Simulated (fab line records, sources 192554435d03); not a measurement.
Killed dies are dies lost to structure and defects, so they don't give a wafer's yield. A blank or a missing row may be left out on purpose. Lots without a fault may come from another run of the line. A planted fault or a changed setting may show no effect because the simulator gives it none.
A struck lot beside a sound one | flow n5_finfet | 41 steps out of a route of 1938
Sound: wafers L775.2, L775.4, L775.5. Struck: wafers L762.2, L762.5, L762.6. The cause comes at the end.
At each step with rows: each side's tool, then ch and its chambers, then its first start. Under that, the readings that differ: sound wafers | struck wafers | difference of the means | sigmas: that difference in standard deviations of wafers without a fault.
alike: readings whose means differ by less than 2 such deviations, and words and numbers that are the same on both sides. not compared: withheld readings, readings that some wafer has no value for, bounds like >300 that may hide the same value, and numbers for which the record gives no deviation and whose values overlap.
The two part at a step that has a row with sigmas, a row that says differs or no value, or rows on one side only. Numbers that don't overlap but have no deviation are shown without sigmas and don't part them. A reading that every wafer of one side lacks parts them only if that side has two wafers or more.

first, 12 steps without rows for these wafers: N5_HKMG_FIN_STRIP_33 (strips in N2/H2); N5_HKMG_FIN_STRIP_34 (strips in CF4); N5_HKMG_FIN_ETCH_35 (etches SOC in N2/H2, target depth 215.8 nm, time 243.4 s); N5_HKMG_FIN_STRIP_92 (strips SOC in N2/H2, time 20 s); N5_HKMG_FIN_WET_ETCH_18 (etches TiN in SC1, time 55 s, target depth 5.2 nm, rinse time 30 s); N5_HKMG_FIN_STRIP_19 (strips in N2/H2, time 360 s); N5_HKMG_FIN_ALD_91 (deposits TiN, target thk 1 nm, pulse time 1 s, purge time 3 s); N5_HKMG_FIN_COAT_85 (time 60 s, resist thk 300 nm); N5_HKMG_FIN_ETCH_86 (etches SOC in N2/H2, stops on TiN, target depth 393.2 nm); N5_HKMG_FIN_STRIP_89 (strips SOC in N2/H2, time 20 s); N5_HKMG_FIN_WET_ETCH_87 (etches TiN in SC1, time 154.2 s, target depth 4.7 nm, rinse time 30 s); N5_HKMG_FIN_STRIP_88 (strips in N2/H2, time 360 s).
N5_HKMG_FIN_NWFM_ALD_20: deposits TiAlC, target thk 2 nm, pulse time 3 s, purge time 2 s.
  sound on ald_metal-02 ch 1,2,3, day 9 00:02; struck on ald_metal-04 ch 0,1,2, day 5 17:16
  reading              | sound                | struck               | difference | sigmas
  heater_power_w (W)   | 611 631 498          | 389 454 424          | -158       | -2
  susceptor_temp_C (C) | 300.10 299.85 300.03 | 288.64 288.23 288.66 | -11.48     | -57
  alike: precursor_pulse_height_rel
then, 26 steps without rows for these wafers: N5_HKMG_FIN_ALD_71 (deposits TiN, target thk 1 nm, pulse time 1 s, purge time 3 s); N5_HKMG_FIN_COAT_66 (time 60 s, resist thk 300 nm); N5_HKMG_FIN_ETCH_67 (etches SOC in N2/H2, stops on TiN, target depth 388.9 nm); N5_HKMG_FIN_STRIP_90 (strips SOC in N2/H2, time 20 s); N5_HKMG_FIN_WET_ETCH_73 (etches the open film in SC1, time 42.3 s, target depth 1.3 nm, rinse time 30 s); N5_HKMG_FIN_ETCHBACK_68 (etches the open film in Cl2/Ar, stops on HfO2, target depth 0.5 nm); N5_HKMG_FIN_STRIP_69 (strips in N2/H2, time 360 s); N5_HKMG_FIN_ALD_21 (deposits TiN, target thk 1.5 nm, pulse time 1 s, purge time 3 s); N5_HKMG_FIN_ALD_72 (deposits W, target thk 2 nm, pulse time 1 s, purge time 2 s); N5_HKMG_FIN_W_FILL_22 (material W, target thk 60 nm, time 18.2 s); N5_HKMG_FIN_PRECLEAN_83 (cleans in DIW, time 57.5 s); N5_HKMG_FIN_SRD_84 (dry time 32 s); N5_HKMG_FIN_CMP_23 (polishes, stops on SiNx, t overpolish 10 s, target thk 46.326 nm); N5_HKMG_FIN_CMP_94 (polishes, stops on SiNx, t overpolish 4.7 s, target thk 43.299 nm); N5_GATE_CUT_ETCHBACK_00 (etches W in SF6/Cl2); N5_GATE_CUT_ETCH_56 (etches TiN in Cl2/Ar, target depth 21.6 nm); N5_GATE_CUT_ETCHBACK_30 (etches TiN in Cl2/Ar, target depth 3 nm); N5_GATE_CUT_VAPOR_ETCH_60 (etches HfO2 in BCl3/Cl2); N5_GATE_CUT_ETCH_58 (etches SiNx in CH3F/O2, target depth 17 nm, time 128.6 s); N5_GATE_CUT_STRIP_59 (strips in N2/H2, time 20 s); N5_GATE_CUT_PRECLEAN_31 (cleans in DIW, time 300 s); N5_GATE_CUT_SRD_32 (time 30 s); N5_GATE_CUT_SAC_CAP_01 (material SiNx, target thk 24 nm, pulse time 1 s, ald cycles 480); N5_GATE_CUT_PECVD_57 (deposits SiNx from SiH4/NH3/N2, target thk 21 nm); N5_GATE_CUT_CMP_02 (polishes, stops on SiO2, t overpolish 12.7 s, target thk 0 nm); N5_GATE_CUT_HM_DEP_46 (deposits SiO2 from TEOS/O2, target thk 130 nm, time 26.6 s).
-- the record jumps here: 4 days lie between the struck wafers' starts before and after (it left off in module GATE_CUT and takes up again in module BEOL_M4, whose first step shown is number 1111 of the route) --
N5_BEOL_M4_RC_MEAS_101:
  sound on prober-01 ch 0, day 13 01:40; struck on prober-01 ch 0, day 9 07:37
  reading             | sound                      | struck                     | difference | sigmas
  IOFF_N (nA/um)      | 0.146 0.148 0.116          | 0.075 0.072 0.071          | -0.064     | -3
  IOFF_N_85C (nA/um)  | 2.9 2.9 2.4                | 1.6 1.6 1.6                | -1.1       | -3
  IOFF_N_LIN (nA/um)  | 0.069 0.070 0.058          | 0.035 0.035 0.033          | -0.031     | -4
  IOFF_N_LONG (nA/um) | 5.5e-05 5.5e-05 5.47e-05   | 3.79e-05 3.81e-05 3.86e-05 | -1.67e-05  | -6
  IOFF_P (nA/um)      | 0.190 0.196 0.158          | 0.267 0.243 0.236          | +0.067     | +3
  IOFF_P_LONG (nA/um) | 0.000101 0.000102 0.000103 | 0.00013 0.000125 0.000125  | +0.00002   | +3
  ION_N (uA/um)       | 680 670 660                | 625 633 625                | -42        | -5
  VT_N (mV)           | 250.5 251.4 255.8          | 270.8 271.2 272.2          | +18.8      | +7
  VT_N_LONG (mV)      | 275.8 274.9 272.3          | 291.9 291.3 293.0          | +17.7      | +9
  VT_N_LVT (mV)       | 99.9 99.3 103.1            | 118.0 116.3 117.4          | +16.5      | +6
  VT_P (mV)           | -249.6 -250.8 -252.9       | -242.3 -244.1 -243.7       | +7.7       | +3
  VT_P_LONG (mV)      | -274.7 -275.8 -276.4       | -265.3 -268.3 -266.9       | +8.8       | +3
  VT_P_LVT (mV)       | -99.9 -98.8 -101.2         | -90.9 -92.7 -93.4          | +7.6       | +4
  alike: DIBL_N, DIBL_P, ION_P, SS_N, SS_P
-- the record jumps here: 4 days lie between the struck wafers' starts before and after (it left off in module BEOL_M4 and takes up again in module PASSIVATION, whose first step shown is number 1936 of the route) --
N5_PASSIVATION_PROBE_49:
  sound on prober-01, day 17 16:08; struck on prober-01, day 13 11:50
  reading              | sound          | struck           | difference | sigmas
  sort_bin_8_speed (%) | 0 0 0          | 21.19 5.85 33.05 | +20.03     |
  sort_n_pass          | 1069 1023 1058 | 810 976 673      | -230       | -14
  sort_yield_pct (%)   | 90.6 86.7 89.7 | 68.6 82.7 57.0   | -19.6      | -15
  alike: defect_limited_yield, killed_at_M0_to_M3, killed_at_M4_up, killed_at_contacts, killed_at_front_end, killed_at_other, killed_dies, killed_open, killed_short, sort_bin_5_function, sort_bin_6_memory

WHERE THEY PART
First at N5_HKMG_FIN_NWFM_ALD_20; last, within this record, at N5_PASSIVATION_PROBE_49.

WHY: what the simulator had put in
Process parameter drift: ald_metal-04, from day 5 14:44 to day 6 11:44, at N5_HKMG_FIN_NWFM_ALD_20. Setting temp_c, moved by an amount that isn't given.
